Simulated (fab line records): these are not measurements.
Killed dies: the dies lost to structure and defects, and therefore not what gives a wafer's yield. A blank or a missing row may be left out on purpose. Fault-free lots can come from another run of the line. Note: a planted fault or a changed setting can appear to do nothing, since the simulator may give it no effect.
The tool behind it: which one?	flow nand-harc	72 wafers from 24 lots sampled at 6 of the route's 1302 steps

WHAT EACH GAUGE READ, for each wafer
NHARC_P_BONDPAD_OVL_MEAS_38. Usual: overlay-x-nm 1 nm, standard deviation 7.2; overlay-y-nm 2 nm, standard deviation 5.5.
lot	measured	on	overlay-x-nm (nm)	overlay-y-nm (nm)	flag
L074	day 7 01:08	overlay-02	-5 -5 -4	-2 -2 -2	
L075	day 7 06:16	overlay-02	2 2 3	15 15 15	
L076	day 7 19:25	overlay-02	2 3 2	6 6 6	
L077	day 8 02:57	overlay-01	4 5 4	-2 -3 -3	
L078	day 8 14:11	overlay-02	0 -1 0	0 0 0	
L079	day 8 15:16	overlay-01	-8 -7 -7	8 8 9	
L080	day 9 00:33	overlay-02	3 3 3	-7 -7 -7	
L081	day 9 17:47	overlay-01	-8 -7 -7	7 7 7	
L082	day 9 20:48	overlay-01	2 2 2	5 5 5	
L083	day 10 17:02	overlay-02	2 2 3	3 2 3	
L084	day 10 20:29	overlay-02	-3 -2 -2	-1 -2 -1	
L085	day 11 09:08	overlay-02	5 5 4	9 8 9	
L086	day 11 13:00	overlay-02	15 15 15	-6 -6 -6	
L087	day 12 10:38	overlay-01	-6 -6 -6	-4 -4 -4	
L088	day 12 22:49	overlay-01	-8 -7 -8	4 4 4	
L089	day 13 04:46	overlay-02	-2 -2 -2	-2 -1 -2	
L090	day 13 23:40	overlay-01	3 3 3	-4 -4 -4	
L091	day 14 01:32	overlay-01	-4 -5 -5	3 3 3	
L092	day 14 08:46	overlay-01	-9 -8 -8	9 10 10	
L093	day 14 16:32	overlay-02	18 18 18	-2 -2 -2	
L095	day 15 14:10	overlay-02	-5 -5 -4	7 6 7	
L094	day 15 14:31	overlay-02	16 16 16	-2 -2 -2	
L096	day 15 16:13	overlay-01	4 4 4	4 5 4	
L097	day 16 04:44	overlay-01	0 0 -1	2 1 1	

EACH LOT AND THE TOOL THAT RAN IT (in order: tool; ch and the chambers of the sampled wafers; start)
lot	NHARC_P_M0_PVD_20	NHARC_P_M1_ETCH_15	NHARC_P_M1_CMP_23	NHARC_P_M2_ETCH_28	NHARC_P_M2_PRE_CLEAN_30
L074	pvd-sputter-03, day 6 18:55 or earlier	rie-diel-08 ch 1,3, day 6 18:55 or earlier	cmp-04 ch 1,2, day 6 18:55	rie-diel-07 ch 2,3, day 7 01:08 or earlier	pvd-sputter-02, day 7 01:08 or earlier
L075	pvd-sputter-03, day 6 23:51 or earlier	rie-diel-09 ch 0,1,3, day 6 23:51 or earlier	cmp-02 ch 0,1, day 6 23:51	rie-diel-05 ch 1,2,3, day 7 06:16 or earlier	pvd-sputter-01, day 7 06:16 or earlier
L076	pvd-sputter-01, day 7 13:11 or earlier	rie-diel-09 ch 0,1,3, day 7 13:11 or earlier	cmp-03 ch 2,3, day 7 13:11	rie-diel-05 ch 0,2,3, day 7 19:25 or earlier	pvd-sputter-03, day 7 19:25 or earlier
L077	pvd-sputter-02, day 7 20:23 or earlier	rie-diel-09 ch 0,2,3, day 7 20:23 or earlier	cmp-02 ch 2,3, day 7 20:23	rie-diel-05 ch 0,1, day 8 02:57 or earlier	pvd-sputter-03, day 8 02:57 or earlier
L078	pvd-sputter-02, day 8 05:25 or earlier	rie-diel-08 ch 1,3, day 8 05:25	cmp-03 ch 0,1,3, day 8 07:46	rie-diel-05 ch 0,1, day 8 14:11 or earlier	pvd-sputter-01, day 8 14:11 or earlier
L079	pvd-sputter-02, day 8 06:34 or earlier	rie-diel-08 ch 1,3, day 8 06:34	cmp-03 ch 0,1,3, day 8 08:47	rie-diel-05 ch 1,2,3, day 8 15:16 or earlier	pvd-sputter-02, day 8 15:16 or earlier
L080	pvd-sputter-02, day 8 18:10 or earlier	rie-diel-06 ch 0,1, day 8 18:10 or earlier	cmp-03 ch 1,2,3, day 8 18:10	rie-diel-05 ch 2,3, day 9 00:33 or earlier	pvd-sputter-01, day 9 00:33 or earlier
L081	pvd-sputter-03, day 9 09:23 or earlier	rie-diel-08 ch 0,3, day 9 09:23	cmp-04 ch 0,3, day 9 11:23	rie-diel-05 ch 1,2,3, day 9 17:47 or earlier	pvd-sputter-03, day 9 17:47 or earlier
L082	pvd-sputter-02, day 9 13:40 or earlier	rie-diel-06 ch 1,2, day 9 13:40 or earlier	cmp-03 ch 1,3, day 9 13:40	rie-diel-05 ch 2,3, day 9 16:58	pvd-sputter-02, day 9 20:48 or earlier
L083	pvd-sputter-02, day 10 10:17 or earlier	rie-diel-09 ch 1,3, day 10 10:17 or earlier	cmp-04 ch 2,3, day 10 10:17	rie-diel-11 ch 0,2, day 10 17:02 or earlier	pvd-sputter-03, day 10 17:02 or earlier
L084	pvd-sputter-01, day 10 13:43 or earlier	rie-diel-08 ch 0,1,3, day 10 13:43 or earlier	cmp-02 ch 2,3, day 10 13:43	rie-diel-07 ch 0,1, day 10 20:29 or earlier	pvd-sputter-03, day 10 20:29 or earlier
L085	pvd-sputter-02, day 11 02:38 or earlier	rie-diel-08 ch 0,3, day 11 02:38 or earlier	cmp-04 ch 0,2,3, day 11 02:38	rie-diel-11 ch 1,2,3, day 11 09:08 or earlier	pvd-sputter-02, day 11 09:08 or earlier
L086	pvd-sputter-03, day 11 06:19 or earlier	rie-diel-09 ch 0,1,2, day 11 06:19 or earlier	cmp-04 ch 0,2,3, day 11 06:19	rie-diel-07 ch 0,1,3, day 11 13:00 or earlier	pvd-sputter-01, day 11 13:00 or earlier
L087	pvd-sputter-02, day 12 03:58 or earlier	rie-diel-09 ch 0,3, day 12 03:58 or earlier	cmp-02 ch 0,2,3, day 12 03:58	rie-diel-11 ch 0,2,3, day 12 10:38 or earlier	pvd-sputter-03, day 12 10:38 or earlier
L088	pvd-sputter-02, day 12 15:46 or earlier	rie-diel-09 ch 0,2,3, day 12 15:46 or earlier	cmp-02 ch 2,3, day 12 15:46	rie-diel-07 ch 0,2, day 12 22:49 or earlier	pvd-sputter-01, day 12 22:49 or earlier
L089	pvd-sputter-01, day 12 21:33 or earlier	rie-diel-08 ch 0,2,3, day 12 21:33 or earlier	cmp-03 ch 1,3, day 12 21:33	rie-diel-05 ch 1,3, day 13 04:46 or earlier	pvd-sputter-01, day 13 04:46 or earlier
L090	pvd-sputter-02, day 13 16:47 or earlier	rie-diel-08 ch 1,3, day 13 16:47 or earlier	cmp-04 ch 1,3, day 13 16:47	rie-diel-07 ch 0,1,2, day 13 23:40 or earlier	pvd-sputter-03, day 13 23:40 or earlier
L091	pvd-sputter-01, day 13 17:29 or earlier	rie-diel-08 ch 0,1,3, day 13 17:29 or earlier	cmp-02 ch 0,1,3, day 13 17:29	rie-diel-05 ch 0,1,3, day 14 01:32 or earlier	pvd-sputter-03, day 14 01:32 or earlier
L092	pvd-sputter-01, day 14 02:19 or earlier	rie-diel-09 ch 0,1,2, day 14 02:19 or earlier	cmp-02 ch 1,2,3, day 14 02:19	rie-diel-07 ch 0,1, day 14 08:46 or earlier	pvd-sputter-01, day 14 08:46 or earlier
L093	pvd-sputter-02, day 14 10:02 or earlier	rie-diel-08 ch 1,2,3, day 14 10:02 or earlier	cmp-02 ch 0,1,2, day 14 10:02	rie-diel-05 ch 0,1,2, day 14 16:32 or earlier	pvd-sputter-02, day 14 16:32 or earlier
L095	pvd-sputter-01, day 15 07:34 or earlier	rie-diel-09 ch 0,3, day 15 07:34 or earlier	cmp-03 ch 0,1,2, day 15 07:34	rie-diel-11 ch 0,1,3, day 15 14:10 or earlier	pvd-sputter-02, day 15 14:10 or earlier
L094	pvd-sputter-02, day 15 07:48 or earlier	rie-diel-08 ch 0,2,3, day 15 07:48 or earlier	cmp-04 ch 0,2,3, day 15 07:48	rie-diel-05 ch 0,2,3, day 15 14:31 or earlier	pvd-sputter-03, day 15 14:31 or earlier
L096	pvd-sputter-01, day 15 09:35 or earlier	rie-diel-08 ch 0,1,2, day 15 09:35 or earlier	cmp-04 ch 0,2,3, day 15 09:35	rie-diel-07 ch 0,2,3, day 15 16:13 or earlier	pvd-sputter-01, day 15 16:13 or earlier
L097	pvd-sputter-02, day 15 21:54 or earlier	rie-diel-09 ch 0,3, day 15 21:54 or earlier	cmp-04 ch 2,3, day 15 21:54	rie-diel-05 ch 0,2,3, day 16 04:44 or earlier	pvd-sputter-02, day 16 04:44 or earlier
- NHARC_P_M0_PVD_20: deposits TaN, target thk 5 nm, time 8.06 s.
- NHARC_P_M1_ETCH_15: etches the open film in C4F8/Ar, target depth 182.5 nm, time 91.2 s.
- NHARC_P_M1_CMP_23: polishes, t overpolish 20 s, target thk 157.82 nm.
- NHARC_P_M2_ETCH_28: etches the open film in CF4/N2, target depth 30 nm, time 72.99 s.
- NHARC_P_M2_PRE_CLEAN_30: time 30 s.

AS READ BY THE TOOLS THEMSELVES (means over the sampled wafers that have a number; for cases with no such wafer, the mark the record gives instead)
NHARC_P_M0_PVD_20. Usual: chamber-pressure-pa 0.11998 Pa, standard deviation 0.00023; throttle-valve-pct 29.6 %, standard deviation 1.2.
lot	tool	chamber-pressure-pa (Pa)	throttle-valve-pct (%)	flag
L074	pvd-sputter-03	0.12015	29.7	
L075	pvd-sputter-03	0.11991	30.2	
L076	pvd-sputter-01	0.11998	30.7	
L077	pvd-sputter-02	0.11977	28.7	
L078	pvd-sputter-02	0.11994	28.8	
L079	pvd-sputter-02	0.11994	28.5	
L080	pvd-sputter-02	0.12001	28.4	
L081	pvd-sputter-03	0.12016	30.1	
L082	pvd-sputter-02	0.12012	28.7	
L083	pvd-sputter-02	0.12014	29.0	
L084	pvd-sputter-01	0.11984	31.4	
L085	pvd-sputter-02	0.11978	28.7	
L086	pvd-sputter-03	0.11988	29.4	
L087	pvd-sputter-02	0.11997	28.7	
L088	pvd-sputter-02	0.12012	29.0	
L089	pvd-sputter-01	0.12010	30.9	
L090	pvd-sputter-02	0.11977	28.3	
L091	pvd-sputter-01	0.11998	30.9	
L092	pvd-sputter-01	0.11962	30.1	
L093	pvd-sputter-02	0.12001	28.3	
L095	pvd-sputter-01	0.12032	30.6	
L094	pvd-sputter-02	0.11992	28.6	
L096	pvd-sputter-01	0.12032	30.9	
L097	pvd-sputter-02	0.11992	28.0	

NHARC_P_M1_ETCH_15. Usual: chamber-pressure-mTorr 25.005 mTorr, standard deviation 0.021; oes-product-au 0.951 a.u., standard deviation 0.023; rf-vpp-V 440.3 V, standard deviation 2.5.
lot	tool	chamber-pressure-mTorr (mTorr)	oes-product-au (a.u.)	rf-vpp-V (V)	flag
L074	rie-diel-08	25.019	0.947	439.1	
L075	rie-diel-09	25.013	0.959	440.5	
L076	rie-diel-09	24.997	0.968	440.5	
L077	rie-diel-09	25.009	0.957	440.8	
L078	rie-diel-08	24.995	0.921	438.1	
L079	rie-diel-08	25.015	0.933	439.3	
L080	rie-diel-06	25.011	0.969	442.3	
L081	rie-diel-08	24.998	0.923	440.7	
L082	rie-diel-06	24.995	0.979	440.0	
L083	rie-diel-09	24.997	0.968	441.5	
L084	rie-diel-08	25.018	0.947	440.8	
L085	rie-diel-08	25.024	0.959	440.2	
L086	rie-diel-09	24.985	0.952	438.0	
L087	rie-diel-09	24.986	0.922	441.3	
L088	rie-diel-09	24.999	0.954	440.8	
L089	rie-diel-08	25.022	0.978	442.2	
L090	rie-diel-08	25.007	0.913	438.8	
L091	rie-diel-08	24.991	0.948	439.5	
L092	rie-diel-09	25.006	0.924	437.6	
L093	rie-diel-08	25.001	0.951	441.1	
L095	rie-diel-09	25.037	0.997	441.1	
L094	rie-diel-08	25.009	0.965	441.9	
L096	rie-diel-08	25.005	0.957	441.2	
L097	rie-diel-09	25.017	0.928	441.7	

NHARC_P_M1_CMP_23. Usual: motor-current-A 12.4 A, standard deviation 1.4; time-to-endpoint-s 29 s, standard deviation 3.4.
lot	tool	motor-current-A (A)	time-to-endpoint-s (s)	flag
L074	cmp-04	13.4	33	
L075	cmp-02	11.5	29	
L076	cmp-03	11.2	29	
L077	cmp-02	11.7	30	
L078	cmp-03	12.5	33	
L079	cmp-03	13.0	31	
L080	cmp-03	12.8	32	
L081	cmp-04	12.5	26	
L082	cmp-03	13.5	35	
L083	cmp-04	13.4	26	
L084	cmp-02	11.5	31	
L085	cmp-04	12.1	27	
L086	cmp-04	12.2	28	
L087	cmp-02	11.3	30	
L088	cmp-02	11.8	31	
L089	cmp-03	13.0	31	
L090	cmp-04	13.1	33	
L091	cmp-02	11.8	27	
L092	cmp-02	12.0	29	
L093	cmp-02	11.9	26	
L095	cmp-03	13.3	31	
L094	cmp-04	12.5	25	
L096	cmp-04	12.7	29	
L097	cmp-04	13.2	27	

NHARC_P_M2_ETCH_28. Usual: chamber-pressure-mTorr 30.001 mTorr, standard deviation 0.027; drypump-motor-current-A 5.9 A, standard deviation 0.42; oes-product-au 0.994 a.u., standard deviation 0.013; rf-vpp-V 313.7 V, standard deviation 1.9; showerhead-plenum-p-Torr 2.60 Torr, standard deviation 0.1; throttle-valve-pct 19.795 %, standard deviation 0.0094.
lot	tool	chamber-pressure-mTorr (mTorr)	drypump-motor-current-A (A)	oes-product-au (a.u.)	rf-vpp-V (V)	showerhead-plenum-p-Torr (Torr)	throttle-valve-pct (%)	flag
L074	rie-diel-07	30.021	6.0	1.009	314.1	2.61	19.790	
L075	rie-diel-05	29.998	6.1	0.987	314.5	2.62	19.798	
L076	rie-diel-05	30.011	5.9	0.981	314.3	2.61	19.802	
L077	rie-diel-05	29.980	5.9	0.966	315.8	2.69	19.787	
L078	rie-diel-05	30.019	5.9	0.972	314.4	2.69	19.799	
L079	rie-diel-05	29.995	6.1	0.989	314.2	2.62	19.793	
L080	rie-diel-05	30.025	6.0	0.988	313.8	2.62	19.801	
L081	rie-diel-05	30.017	6.1	0.989	314.8	2.62	19.805	
L082	rie-diel-05	30.012	6.1	0.993	313.1	2.54	19.785	
L083	rie-diel-11	30.002	5.9	1.006	314.4	2.65	19.800	
L084	rie-diel-07	29.979	5.6	0.987	312.3	2.49	19.796	
L085	rie-diel-11	30.006	5.9	1.007	312.4	2.55	19.790	
L086	rie-diel-07	30.020	6.0	0.994	313.0	2.51	19.790	
L087	rie-diel-11	30.001	5.8	1.008	313.5	2.61	19.801	
L088	rie-diel-07	29.970	5.2	0.989	312.7	2.58	19.792	
L089	rie-diel-05	29.983	6.1	0.997	315.1	2.69	19.801	
L090	rie-diel-07	30.031	5.5	1.009	313.4	2.59	19.792	
L091	rie-diel-05	30.002	5.8	0.991	314.5	2.68	19.793	
L092	rie-diel-07	29.991	5.6	1.002	311.6	2.49	19.796	
L093	rie-diel-05	29.984	5.9	0.989	313.4	2.61	19.800	
L095	rie-diel-11	29.981	5.9	1.003	313.5	2.60	19.793	
L094	rie-diel-05	30.010	5.9	1.002	313.7	2.61	19.799	
L096	rie-diel-07	30.004	5.6	1.004	313.2	2.59	19.804	
L097	rie-diel-05	30.003	5.9	1.005	314.1	2.61	19.789	

NHARC_P_M2_PRE_CLEAN_30. Usual: heater-power-w reads 418 W (standard deviation 42).
lot	tool	heater-power-w (W)	flag
L074	pvd-sputter-02	458	
L075	pvd-sputter-01	389	
L076	pvd-sputter-03	408	
L077	pvd-sputter-03	421	
L078	pvd-sputter-01	371	
L079	pvd-sputter-02	452	
L080	pvd-sputter-01	430	
L081	pvd-sputter-03	416	
L082	pvd-sputter-02	475	
L083	pvd-sputter-03	381	
L084	pvd-sputter-03	409	
L085	pvd-sputter-02	467	
L086	pvd-sputter-01	380	
L087	pvd-sputter-03	377	
L088	pvd-sputter-01	394	
L089	pvd-sputter-01	399	
L090	pvd-sputter-03	404	
L091	pvd-sputter-03	402	
L092	pvd-sputter-01	413	
L093	pvd-sputter-02	440	
L095	pvd-sputter-02	439	
L094	pvd-sputter-03	408	
L096	pvd-sputter-01	408	
L097	pvd-sputter-02	457	

THE ANSWER, worked out from the rows above alone
Rule: a lot is off if the mean of its wafers that have a number lies more than 3 standard deviations from the usual mean. Also off: a lot with no number at a reading for which 4 or more lots have one. Any other lot the step has rows for is counted as sound. After the gauges, taken in route order, come the tools' own readings; for these a lot's mean is taken, as printed above. The first step at which some lot is off is used, and at that step the reading that is off furthest; a lot without a number counts as furthest.
Across all readings shown, no lot is off: no conclusion can be drawn from this.

WHAT THE SIMULATOR HAD PUT IN
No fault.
